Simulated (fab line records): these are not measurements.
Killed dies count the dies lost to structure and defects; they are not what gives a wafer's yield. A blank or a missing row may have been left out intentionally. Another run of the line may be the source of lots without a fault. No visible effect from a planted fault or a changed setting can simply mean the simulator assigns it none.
fab line records + flow nand_harc + part 2 of 2: steps 5 to 6 of 6
record:
- lots: 21
- wafers: 63
- last_day: 33
route steps=1302 shown A_STAIRCASE@684
lots that met no fault: from a run of the same line without faults
start_h: start of the lot's first displayed wafer, in hours after the record's first day + wait_h: how many hours have passed since the lot's step before this one + " the same as in the row above + L1.1+2: a single row standing in for several wafers + - no value, or no start given + * or withheld: withheld + < > ~ a bound
route shown NAME@n: NAME is a module with steps in the file, n the number in the route of the first one + usual: the fault-free wafers' mean and standard deviation + same: alike in all rows + chamber/n: place in a boat + sites: the reading at each site + _std_site: standard deviation of those values + _edge_site: mean of outer sites minus mean of inner sites + radius_mm: how far each site lies from the wafer's centre + mask NAME#n: copy n + behind: the tool/chamber that last shaped the wafer + hold: what put the lot on hold/how long, in hours/how the hold closed + device: which transistor (n, p or np) failed to switch + end of line: the same wafers' tests at the end of the route + a step without rows: its recipe alone + killed: at the first sort, the dies lost to defects and structure; wafer yield is something else + map: shows each die of a wafer: x if killed, . if not, _ if none is there
set.NAME: setting as actually run; set.NAME@STEP: the setting as run at that earlier step + model.NAME: the simulator's own value behind a step, which no gauge read
steps of the route over a sample of lots; a table a step, a row a wafer
services: from which hour (start_h, from the record's first day; less than 0 if before it) a tool's chamber was out of use, for how many hours, and why
== steps ==
step: NHARC_A_STAIRCASE_TRIM_224
recipe:
- time_s: 211.2
- o2_flow_sccm: 500
- ar_flow_sccm: 0
- bias_w: 0
- chemistry: O2
usual:
- drypump_motor_current_A: 5.7/0.54
- o2_flow_sccm: 500.1/1.6
- oes_product_au: 1.000/0.0088
- rf_vpp_V: 57.7/0.9
- showerhead_plenum_p_Torr: 3.53/0.18
- throttle_valve_pct: 17.036/0.0088
same:
- bias_w: 0
| lot.wafer | tool        | chamber | start_h | wait_h | drypump_motor_current_A | o2_flow_sccm | oes_product_au | rf_hours_counter_h | rf_vpp_V | showerhead_plenum_p_Torr | throttle_valve_pct |
|-----------|-------------|---------|---------|--------|-------------------------|--------------|----------------|--------------------|----------|--------------------------|--------------------|
| L075.1    | rie_diel-13 | 1       | -       | -      | 6.3                     | 500.3        | 0.999          | 4                  | 56.5     | 3.31                     | 17.038             |
| L075.2    | "           | 2       | "       | "      | 5.3                     | 502.0        | 1.014          | 4                  | 58.0     | 3.37                     | 17.043             |
| L075.5    | "           | 2       | "       | "      | 5.3                     | 498.7        | 1.013          | -                  | 58.3     | 3.37                     | 17.021             |
| L074.2    | rie_diel-13 | 1       | -       | -      | 6.3                     | 499.5        | 1.005          | 4                  | 57.8     | 3.31                     | 17.050             |
| L074.3    | "           | 2       | "       | "      | 5.3                     | 500.8        | 1.017          | 4                  | 56.3     | 3.37                     | 17.037             |
| L074.4    | "           | 0       | "       | "      | 6.2                     | 501.3        | 1.003          | 4                  | 57.7     | 3.51                     | 17.035             |
| L076.3    | rie_diel-02 | 1       | -       | -      | 5.0                     | 498.0        | 0.997          | 52                 | 57.3     | 3.27                     | 17.040             |
| L076.2    | "           | 2       | "       | "      | 6.6                     | 498.8        | 1.000          | 56                 | 58.2     | 3.47                     | 17.037             |
| L076.5    | "           | 0       | "       | "      | 5.8                     | 497.8        | 1.001          | -                  | 58.3     | 3.78                     | 17.022             |
| L079.2    | rie_diel-13 | 0       | -       | -      | 6.3                     | 498.8        | 1.003          | 19                 | 58.8     | 3.50                     | 17.030             |
| L079.4    | "           | 1       | "       | "      | 6.3                     | 497.5        | 1.023          | 17                 | 56.5     | 3.31                     | 17.041             |
| L079.1    | "           | 3       | "       | "      | 5.4                     | 501.2        | 1.011          | 19                 | 59.0     | 3.65                     | 17.036             |
| L078.4    | rie_diel-02 | 1       | -       | -      | 5.0                     | 496.2        | 0.995          | -                  | 58.0     | 3.81                     | 17.028             |
| L078.6    | "           | 3       | "       | "      | 5.9                     | 500.0        | 1.012          | -                  | 57.6     | 3.42                     | 17.024             |
| L078.5    | "           | 0       | "       | "      | 5.8                     | 501.5        | 0.994          | -                  | 59.3     | 3.77                     | 17.024             |
| L081.2    | rie_diel-02 | 1       | -       | -      | 5.0                     | 503.4        | 0.984          | 10                 | 56.8     | 3.80                     | 17.035             |
| L081.1    | "           | 2       | "       | "      | 6.6                     | 497.5        | 0.990          | 7                  | 57.2     | 3.46                     | 17.027             |
| L081.5    | "           | 1       | "       | "      | 5.0                     | 501.0        | 0.987          | -                  | 59.7     | 3.80                     | 17.036             |
| L080.4    | rie_diel-12 | 2       | -       | -      | 5.1                     | 500.0        | 1.008          | 49                 | 57.0     | 3.27                     | 17.028             |
| L080.3    | "           | 0       | "       | "      | 4.9                     | 497.8        | 0.994          | 58                 | 55.9     | 3.31                     | 17.034             |
| L080.6    | "           | 3       | "       | "      | 5.7                     | 502.3        | 1.006          | -                  | 57.5     | 3.63                     | 17.052             |
| L082.3    | rie_diel-02 | 1       | -       | -      | 5.0                     | 499.1        | 0.989          | 16                 | 58.8     | 3.80                     | 17.037             |
| L082.2    | "           | 2       | "       | "      | 6.6                     | 501.3        | 1.003          | 12                 | 58.6     | 3.46                     | 17.039             |
| L082.4    | "           | 0       | "       | "      | 5.8                     | 498.6        | 0.991          | -                  | 57.9     | 3.77                     | 17.021             |
| L083.2    | rie_diel-13 | 2       | -       | -      | 5.3                     | 499.4        | 0.992          | 24                 | 58.8     | 3.36                     | 17.033             |
| L083.3    | "           | 0       | "       | "      | 6.2                     | 496.3        | 1.004          | 28                 | 58.1     | 3.50                     | 17.025             |
| L083.6    | "           | 3       | "       | "      | 5.4                     | 500.2        | 0.989          | -                  | 56.6     | 3.64                     | 17.035             |
| L084.1    | rie_diel-12 | 0       | -       | -      | 4.9                     | 501.4        | 1.006          | 1                  | 56.3     | 3.31                     | 17.040             |
| L084.3    | "           | 1       | "       | "      | 6.5                     | 502.2        | 1.003          | 3                  | 58.3     | 3.48                     | 17.051             |
| L084.6    | "           | 3       | "       | "      | 5.7                     | 500.0        | 0.989          | -                  | 58.8     | 3.62                     | 17.043             |
| L085.3    | rie_diel-12 | 3       | -       | -      | 5.8                     | 498.9        | 0.986          | 7                  | 56.8     | 3.62                     | 17.034             |
| L085.1    | "           | 0       | "       | "      | 4.9                     | 502.3        | 0.995          | 4                  | 58.2     | 3.31                     | 17.056             |
| L085.6    | "           | 2       | "       | "      | 5.1                     | 501.7        | 1.009          | -                  | 57.5     | 3.80                     | 17.041             |
| L086.4    | rie_diel-13 | 3       | -       | -      | 5.4                     | 498.4        | 1.006          | 41                 | 56.3     | 3.64                     | 17.027             |
| L086.6    | "           | 1       | "       | "      | 6.3                     | 500.4        | 0.993          | -                  | 57.5     | 3.29                     | 17.044             |
| L086.5    | "           | 2       | "       | "      | 5.3                     | 500.7        | 1.005          | -                  | 56.8     | 3.35                     | 17.042             |
| L087.4    | rie_diel-02 | 1       | -       | -      | 5.0                     | 502.3        | 0.993          | 29                 | 57.2     | 3.79                     | 17.035             |
| L087.2    | "           | 3       | "       | "      | 6.0                     | 499.9        | 0.990          | 23                 | 57.4     | 3.41                     | 17.042             |
| L087.3    | "           | 0       | "       | "      | 5.8                     | 503.2        | 0.985          | 29                 | 57.9     | 3.76                     | 17.021             |
| L088.3    | rie_diel-02 | 3       | -       | -      | 5.9                     | 499.4        | 1.007          | 31                 | 57.5     | 3.40                     | 17.032             |
| L088.2    | "           | 2       | "       | "      | 6.6                     | 496.2        | 0.996          | 39                 | 57.5     | 3.45                     | 17.038             |
| L088.5    | "           | 3       | "       | "      | 5.9                     | 499.4        | 0.994          | -                  | 58.3     | 3.40                     | 17.029             |
| L090.1    | rie_diel-02 | 3       | -       | -      | 5.9                     | 502.1        | 0.984          | 40                 | 56.4     | 3.40                     | 17.032             |
| L090.4    | "           | 3       | "       | "      | 5.9                     | 500.4        | 0.995          | -                  | 57.7     | 3.40                     | 17.032             |
| L090.5    | "           | 0       | "       | "      | 5.8                     | 500.1        | 1.004          | -                  | 58.2     | 3.75                     | 17.027             |
| L091.3    | rie_diel-02 | 3       | -       | -      | 5.9                     | 501.5        | 1.000          | 40                 | 57.1     | 3.40                     | 17.051             |
| L091.1    | "           | 0       | "       | "      | 5.8                     | 501.6        | 1.000          | 44                 | 58.1     | 3.75                     | 17.034             |
| L091.5    | "           | 0       | "       | "      | 5.8                     | 502.1        | 1.002          | -                  | 57.5     | 3.75                     | 17.039             |
| L092.1    | rie_diel-13 | 3       | -       | -      | 5.4                     | 499.9        | 0.996          | 2                  | 60.1     | 3.63                     | 17.045             |
| L092.3    | "           | 1       | "       | "      | 6.3                     | 499.4        | 1.012          | 2                  | 57.2     | 3.29                     | 17.033             |
| L092.5    | "           | 0       | "       | "      | 6.3                     | 501.5        | 0.991          | -                  | 58.0     | 3.49                     | 17.048             |
| L093.3    | rie_diel-02 | 3       | -       | -      | 5.9                     | 498.6        | 0.998          | 46                 | 57.1     | 3.39                     | 17.031             |
| L093.5    | "           | 1       | "       | "      | 5.0                     | 497.7        | 0.994          | -                  | 58.0     | 3.78                     | 17.043             |
| L093.4    | "           | 0       | "       | "      | 5.8                     | 500.7        | 1.008          | -                  | 59.2     | 3.75                     | 17.047             |
| L096.3    | rie_diel-02 | 2       | -       | -      | 6.5                     | 501.2        | 1.006          | 52                 | 58.3     | 3.44                     | 17.034             |
| L096.1    | "           | 0       | "       | "      | 5.8                     | 499.8        | 1.001          | 58                 | 57.3     | 3.74                     | 17.034             |
| L096.6    | "           | 2       | "       | "      | 6.5                     | 502.4        | 1.002          | -                  | 57.1     | 3.44                     | 17.042             |
| L094.3    | rie_diel-12 | 1       | -       | -      | 6.5                     | 501.0        | 1.010          | 35                 | 58.5     | 3.46                     | 17.022             |
| L094.4    | "           | 2       | "       | "      | 5.1                     | 500.8        | 1.016          | 38                 | 57.4     | 3.79                     | 17.027             |
| L094.2    | "           | 0       | "       | "      | 4.9                     | 501.0        | 0.994          | 39                 | 58.3     | 3.29                     | 17.054             |
| L095.4    | rie_diel-12 | 2       | -       | -      | 5.1                     | 499.3        | 1.007          | 39                 | 57.9     | 3.79                     | 17.037             |
| L095.6    | "           | 3       | "       | "      | 5.8                     | 497.2        | 0.982          | -                  | 55.8     | 3.60                     | 17.030             |
| L095.5    | "           | 0       | "       | "      | 4.9                     | 500.8        | 0.996          | -                  | 57.2     | 3.29                     | 17.019             |
step: NHARC_A_STAIRCASE_TRIM_233
recipe:
- time_s: 211.2
- o2_flow_sccm: 500
- ar_flow_sccm: 0
- bias_w: 0
- chemistry: O2
usual:
- drypump_motor_current_A: 5.7/0.58
- o2_flow_sccm: 500.0/1.4
- oes_product_au: 1.002/0.009
- rf_vpp_V: 57.7/0.85
- showerhead_plenum_p_Torr: 3.53/0.18
- throttle_valve_pct: 17.036/0.0084
same:
- bias_w: 0
| lot.wafer | tool        | chamber | start_h | wait_h | drypump_motor_current_A | o2_flow_sccm | oes_product_au | rf_hours_counter_h | rf_vpp_V | showerhead_plenum_p_Torr | throttle_valve_pct |
|-----------|-------------|---------|---------|--------|-------------------------|--------------|----------------|--------------------|----------|--------------------------|--------------------|
| L075.1    | rie_diel-12 | 0       | -       | -      | 4.9                     | 501.0        | 1.006          | 34                 | 58.2     | 3.33                     | 17.042             |
| L075.2    | "           | 1       | "       | "      | 6.5                     | 498.9        | 1.008          | 34                 | 58.7     | 3.50                     | 17.053             |
| L075.5    | "           | 1       | "       | "      | 6.5                     | 499.0        | 1.017          | -                  | 58.3     | 3.50                     | 17.031             |
| L074.4    | rie_diel-13 | 0       | -       | -      | 6.3                     | 499.9        | 1.006          | 5                  | 57.5     | 3.51                     | 17.016             |
| L074.3    | "           | 1       | "       | "      | 6.3                     | 498.5        | 0.993          | 4                  | 57.0     | 3.31                     | 17.033             |
| L074.2    | "           | 3       | "       | "      | 5.4                     | 503.4        | 0.996          | 5                  | 58.1     | 3.66                     | 17.039             |
| L076.2    | rie_diel-02 | 0       | -       | -      | 5.8                     | 499.4        | 0.998          | 50                 | 57.8     | 3.78                     | 17.032             |
| L076.3    | "           | 1       | "       | "      | 5.0                     | 501.6        | 1.011          | 53                 | 56.0     | 3.27                     | 17.015             |
| L076.5    | "           | 0       | "       | "      | 5.8                     | 500.4        | 1.016          | -                  | 58.8     | 3.78                     | 17.034             |
| L079.4    | rie_diel-12 | 3       | -       | -      | 5.7                     | 497.7        | 1.011          | 45                 | 57.0     | 3.63                     | 17.048             |
| L079.1    | "           | 0       | "       | "      | 4.9                     | 500.6        | 0.995          | 47                 | 57.3     | 3.32                     | 17.034             |
| L079.2    | "           | 2       | "       | "      | 5.1                     | 500.8        | 1.007          | 41                 | 58.1     | 3.27                     | 17.041             |
| L078.4    | rie_diel-13 | 0       | -       | -      | 6.3                     | 500.9        | 1.012          | 20                 | 55.6     | 3.50                     | 17.059             |
| L078.6    | "           | 1       | "       | "      | 6.3                     | 499.3        | 1.011          | -                  | 58.3     | 3.31                     | 17.035             |
| L078.5    | "           | 2       | "       | "      | 5.3                     | 498.8        | 1.004          | -                  | 56.9     | 3.37                     | 17.052             |
| L081.2    | rie_diel-02 | 1       | -       | -      | 5.0                     | 500.6        | 0.987          | 11                 | 58.3     | 3.80                     | 17.042             |
| L081.1    | "           | 2       | "       | "      | 6.6                     | 500.8        | 1.010          | 8                  | 57.2     | 3.46                     | 17.038             |
| L081.5    | "           | 3       | "       | "      | 5.9                     | 499.8        | 1.000          | -                  | 58.2     | 3.41                     | 17.029             |
| L080.3    | rie_diel-02 | 1       | -       | -      | 5.0                     | 500.0        | 0.997          | 13                 | 57.3     | 3.80                     | 17.031             |
| L080.4    | "           | 1       | "       | "      | 5.0                     | 499.4        | 0.987          | -                  | 57.9     | 3.80                     | 17.038             |
| L080.6    | "           | 2       | "       | "      | 6.6                     | 498.8        | 0.996          | -                  | 56.9     | 3.46                     | 17.045             |
| L082.2    | rie_diel-02 | 2       | -       | -      | 6.6                     | 502.1        | 1.000          | 15                 | 58.8     | 3.46                     | 17.037             |
| L082.3    | "           | 1       | "       | "      | 5.0                     | 502.0        | 0.992          | 18                 | 58.8     | 3.80                     | 17.031             |
| L082.4    | "           | 1       | "       | "      | 5.0                     | 504.5        | 0.984          | -                  | 57.8     | 3.80                     | 17.024             |
| L083.3    | rie_diel-13 | 3       | -       | -      | 5.4                     | 500.1        | 1.004          | 30                 | 57.4     | 3.64                     | 17.038             |
| L083.2    | "           | 2       | "       | "      | 5.3                     | 499.2        | 1.006          | 24                 | 58.8     | 3.36                     | 17.026             |
| L083.6    | "           | 0       | "       | "      | 6.3                     | 502.5        | 1.012          | -                  | 57.2     | 3.50                     | 17.043             |
| L084.3    | rie_diel-12 | 3       | -       | -      | 5.7                     | 501.0        | 0.989          | 4                  | 57.4     | 3.62                     | 17.040             |
| L084.1    | "           | 2       | "       | "      | 5.1                     | 500.5        | 0.994          | 3                  | 57.8     | 3.81                     | 17.028             |
| L084.6    | "           | 3       | "       | "      | 5.7                     | 501.5        | 0.982          | -                  | 57.7     | 3.62                     | 17.041             |
| L085.1    | rie_diel-02 | 0       | -       | -      | 5.8                     | 497.5        | 0.990          | 24                 | 58.1     | 3.76                     | 17.021             |
| L085.3    | "           | 2       | "       | "      | 6.5                     | 500.3        | 1.000          | 25                 | 56.8     | 3.45                     | 17.026             |
| L085.6    | "           | 0       | "       | "      | 5.8                     | 499.0        | 0.994          | -                  | 58.7     | 3.76                     | 17.051             |
| L086.4    | rie_diel-13 | 0       | -       | -      | 6.2                     | 499.8        | 0.995          | 37                 | 56.8     | 3.49                     | 17.039             |
| L086.6    | "           | 3       | "       | "      | 5.4                     | 498.2        | 1.000          | -                  | 57.4     | 3.64                     | 17.033             |
| L086.5    | "           | 0       | "       | "      | 6.2                     | 499.8        | 0.990          | -                  | 59.2     | 3.49                     | 17.030             |
| L087.3    | rie_diel-02 | 0       | -       | -      | 5.8                     | 499.6        | 1.002          | 29                 | 58.6     | 3.76                     | 17.047             |
| L087.2    | "           | 1       | "       | "      | 5.0                     | 500.5        | 0.999          | 29                 | 58.3     | 3.79                     | 17.023             |
| L087.4    | "           | 3       | "       | "      | 5.9                     | 497.6        | 1.002          | 24                 | 57.0     | 3.41                     | 17.040             |
| L088.2    | rie_diel-02 | 1       | -       | -      | 5.0                     | 501.0        | 0.987          | 36                 | 58.9     | 3.79                     | 17.049             |
| L088.3    | "           | 2       | "       | "      | 6.6                     | 498.9        | 1.003          | 39                 | 57.6     | 3.45                     | 17.041             |
| L088.5    | "           | 0       | "       | "      | 5.8                     | 501.7        | 1.004          | -                  | 57.7     | 3.75                     | 17.043             |
| L090.1    | rie_diel-02 | 1       | -       | -      | 5.0                     | 500.7        | 0.991          | 42                 | 59.3     | 3.78                     | 17.043             |
| L090.5    | "           | 3       | "       | "      | 6.0                     | 498.5        | 0.991          | -                  | 57.9     | 3.40                     | 17.028             |
| L090.4    | "           | 1       | "       | "      | 5.0                     | 496.2        | 0.996          | -                  | 57.9     | 3.78                     | 17.023             |
| L091.1    | rie_diel-02 | 2       | -       | -      | 6.6                     | 497.8        | 0.984          | 44                 | 57.8     | 3.44                     | 17.035             |
| L091.3    | "           | 1       | "       | "      | 5.0                     | 502.0        | 0.993          | 43                 | 58.5     | 3.78                     | 17.033             |
| L091.5    | "           | 3       | "       | "      | 5.9                     | 501.6        | 0.994          | -                  | 57.5     | 3.40                     | 17.043             |
| L092.1    | rie_diel-12 | 2       | -       | -      | 5.1                     | 499.5        | 1.011          | 31                 | 58.1     | 3.79                     | 17.039             |
| L092.3    | "           | 0       | "       | "      | 4.9                     | 501.4        | 0.999          | 30                 | 57.3     | 3.29                     | 17.039             |
| L092.5    | "           | 2       | "       | "      | 5.1                     | 499.3        | 1.017          | -                  | 57.8     | 3.79                     | 17.030             |
| L093.3    | rie_diel-12 | 1       | -       | -      | 6.5                     | 498.3        | 1.007          | 32                 | 56.8     | 3.46                     | 17.029             |
| L093.4    | "           | 2       | "       | "      | 5.1                     | 500.9        | 1.024          | 35                 | 57.1     | 3.79                     | 17.025             |
| L093.5    | "           | 2       | "       | "      | 5.1                     | 500.0        | 1.010          | -                  | 59.5     | 3.79                     | 17.037             |
| L096.1    | rie_diel-12 | 3       | 571.55  | -      | 5.8                     | 500.6        | 0.995          | 41                 | 56.8     | 3.60                     | 17.037             |
| L096.3    | "           | 0       | "       | "      | 4.9                     | 501.5        | 0.993          | 40                 | 56.6     | 3.29                     | 17.020             |
| L096.6    | "           | 3       | "       | "      | 5.8                     | 501.2        | 0.986          | -                  | 58.0     | 3.60                     | 17.036             |
| L094.2    | rie_diel-13 | 2       | -       | -      | 5.3                     | 500.0        | 0.996          | 14                 | 57.6     | 3.34                     | 17.024             |
| L094.3    | "           | 3       | "       | "      | 5.4                     | 501.3        | 0.999          | 12                 | 57.3     | 3.62                     | 17.037             |
| L094.4    | "           | 0       | "       | "      | 6.2                     | 502.3        | 1.000          | 12                 | 58.6     | 3.48                     | 17.032             |
| L095.4    | rie_diel-13 | 1       | -       | -      | 6.3                     | 501.1        | 1.012          | 14                 | 56.5     | 3.28                     | 17.034             |
| L095.6    | "           | 3       | "       | "      | 5.4                     | 500.0        | 1.004          | -                  | 58.1     | 3.62                     | 17.031             |
| L095.5    | "           | 0       | "       | "      | 6.2                     | 498.8        | 0.996          | -                  | 56.8     | 3.48                     | 17.040             |
== services ==
| tool        | chamber | start_h | hours | kind       |
|-------------|---------|---------|-------|------------|
| rie_diel-13 | -       | 344.18  | 9.0   | pm         |
| rie_diel-13 | 0       | 344.18  | 9.0   | vent_cycle |
| rie_diel-13 | 1       | 344.18  | 9.0   | vent_cycle |
| rie_diel-13 | 2       | 344.18  | 9.0   | vent_cycle |
| rie_diel-13 | 3       | 344.18  | 9.0   | vent_cycle |
| rie_diel-02 | 0       | 351.59  | -     | clean      |
| rie_diel-02 | 1       | 351.59  | -     | clean      |
| rie_diel-02 | 2       | 351.59  | -     | clean      |
| rie_diel-02 | 3       | 351.59  | -     | clean      |
| rie_diel-13 | 0       | 353.18  | -     | clean      |
| rie_diel-13 | -       | 359.23  | 0.7   | repair     |
| rie_diel-13 | 2       | 366.09  | 6.4   | repair     |
| rie_diel-02 | 0       | 377.40  | 2.1   | repair     |
| rie_diel-12 | 2       | 378.86  | 2.6   | repair     |
| rie_diel-02 | -       | 394.46  | 9.0   | pm         |
| rie_diel-13 | -       | 423.11  | 5.7   | repair     |
| rie_diel-02 | 0       | 424.08  | 12.3  | repair     |
| rie_diel-02 | 3       | 434.93  | 28.6  | repair     |
| rie_diel-12 | -       | 445.82  | 9.0   | pm         |
| rie_diel-12 | 1       | 469.74  | 9.5   | repair     |
| rie_diel-13 | 0       | 475.54  | 6.6   | repair     |
| rie_diel-13 | 3       | 499.83  | 6.7   | repair     |
| rie_diel-13 | -       | 521.79  | 9.0   | pm         |
| rie_diel-02 | 2       | 547.77  | 7.8   | repair     |
